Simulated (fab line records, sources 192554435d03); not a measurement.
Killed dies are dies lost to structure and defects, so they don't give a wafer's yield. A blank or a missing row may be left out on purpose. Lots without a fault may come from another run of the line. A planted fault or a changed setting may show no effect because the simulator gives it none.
A struck lot beside a sound one | flow n5_finfet | 19 steps out of a route of 1938
Sound: wafers L865.3, L865.4, L865.5. Struck: wafers L873.2, L873.3, L873.6. The cause comes at the end.
At each step with rows: each side's tool, then ch and its chambers, then its first start. Under that, the readings that differ: sound wafers | struck wafers | difference of the means | sigmas: that difference in standard deviations of wafers without a fault.
alike: readings whose means differ by less than 2 such deviations, and words and numbers that are the same on both sides. not compared: withheld readings, readings that some wafer has no value for, bounds like >300 that may hide the same value, and numbers for which the record gives no deviation and whose values overlap.
The two part at a step that has a row with sigmas, a row that says differs or no value, or rows on one side only. Numbers that don't overlap but have no deviation are shown without sigmas and don't part them. A reading that every wafer of one side lacks parts them only if that side has two wafers or more.

N5_BEOL_M14_ETCH_68: etches SOC in N2/H2, time 450 s.
  sound on rie_diel-05 ch 1,2, day 18 01:45; struck on rie_diel-04 ch 0,2, day 21 12:13
  alike: drypump_motor_current_A, oes_product_au, rf_vpp_V, showerhead_plenum_p_Torr, throttle_valve_pct
  not compared: rf_hours_counter_h
then, 1 step without rows for these wafers: N5_BEOL_M14_STRIP_69 (strips in N2/H2).
N5_BEOL_M14_TRENCH_ETCH_34: etches SiO2 in C4F8/O2/Ar, target depth 556.65 nm, time 126.9 s.
  sound on rie_diel-05 ch 1,2, day 18 02:01; struck on rie_diel-04 ch 0,2, day 21 12:29
  alike: C4F8_flow_sccm, drypump_motor_current_A, he_inner_torr, oes_o_777_au, oes_product_au, rf_vpp_V, showerhead_plenum_p_Torr, throttle_valve_pct
  not compared: rf_hours_counter_h
then, 1 step without rows for these wafers: N5_BEOL_M14_STRIP_70 (strips in C4F8/O2/Ar).
N5_BEOL_M14_OCD_MEAS_35:
  sound on ocd-02, day 18 02:11; struck on ocd-02, day 21 12:38
  alike: trench_depth_nm
N5_BEOL_M14_STRIP_37: strips in O2.
  sound on rie_diel-04 ch 1,2, day 18 06:51; struck on rie_diel-02 ch 0,1, day 21 12:41
  reading                         | sound          | struck         | difference | sigmas
  showerhead_plenum_p_Torr (Torr) | 2.02 2.04 2.01 | 2.23 2.15 2.15 | +0.15      | +2
  alike: drypump_motor_current_A, oes_product_au, rf_vpp_V, throttle_valve_pct
  not compared: rf_hours_counter_h
then, 4 steps without rows for these wafers: N5_BEOL_M14_ETCH_38 (etches SiCN in CF4/N2, target depth 106.5 nm, time 120.6 s); N5_BEOL_M14_PRECLEAN_39 (cleans in residue remover, time 60 s); N5_BEOL_M14_SRD_40 (time 30 s, dry time 30 s); N5_BEOL_M14_DEGAS_41 (time 60 s).
N5_BEOL_M14_PRE_CLEAN_42: time 30 s.
  sound on pvd_sputter-01, day 18 07:19; struck on pvd_sputter-01, day 21 13:13
  alike: heater_power_w
then, 1 step without rows for these wafers: N5_BEOL_M14_SPUTTER_43 (material TaN, target thk 15 nm, time 24.19 s).
N5_BEOL_M14_SPUTTER_44: material Ta, target thk 15 nm, time 24.19 s.
  sound on pvd_sputter-01, day 18 07:26; struck on pvd_sputter-01, day 21 13:20
  reading                                     | sound             | struck            | difference | sigmas
  cathode_dc_power_W (W)                      | 15000 15000 15000 | 19997 19998 19997 | +4997      | +99 or more
  model.Ta_of_BEOL_M14_SPUTTER_44.thk_nm (nm) | 14.6 14.8 14.8    | 19.8 19.6 19.8    | +5.0       |
  alike: throttle_valve_pct
N5_BEOL_M14_SPUTTER_45: material Cu, target thk 100 nm, time 16.67 s.
  sound on pvd_sputter-01, day 18 07:31; struck on pvd_sputter-01, day 21 13:25
  alike: cathode_dc_power_W, throttle_valve_pct
then, 2 steps without rows for these wafers: N5_BEOL_M14_ECD_47 (material Cu, target thk 1248 nm); N5_BEOL_M14_ANNEAL_48 (time 90 s).
N5_BEOL_M14_CMP_49: polishes, stops on SiO2, t overpolish 5.2 s, target thk 560 nm.
  sound on cmp-01 ch 1,3, day 18 08:09; struck on cmp-03 ch 0,1, day 21 14:34
  reading                      | sound             | struck            | difference | sigmas
  barrier_field_endpoint_s (s) | 11.23 11.17 11.36 | 13.23 12.96 13.22 | +1.88      | +9
  alike: motor_current_A
N5_BEOL_M14_THK_MEAS_50: measures by xrf.
  sound on film_metro-02, day 18 08:25; struck on film_metro-02, day 21 14:52
  alike: M14_THK
N5_PASSIVATION_PROBE_49:
  the record has rows for the sound wafers here (prober-01, day 19 03:08) and none for the struck ones

WHERE THEY PART
First at N5_BEOL_M14_STRIP_37; last, within this record, at N5_PASSIVATION_PROBE_49.

WHY: what the simulator had put in
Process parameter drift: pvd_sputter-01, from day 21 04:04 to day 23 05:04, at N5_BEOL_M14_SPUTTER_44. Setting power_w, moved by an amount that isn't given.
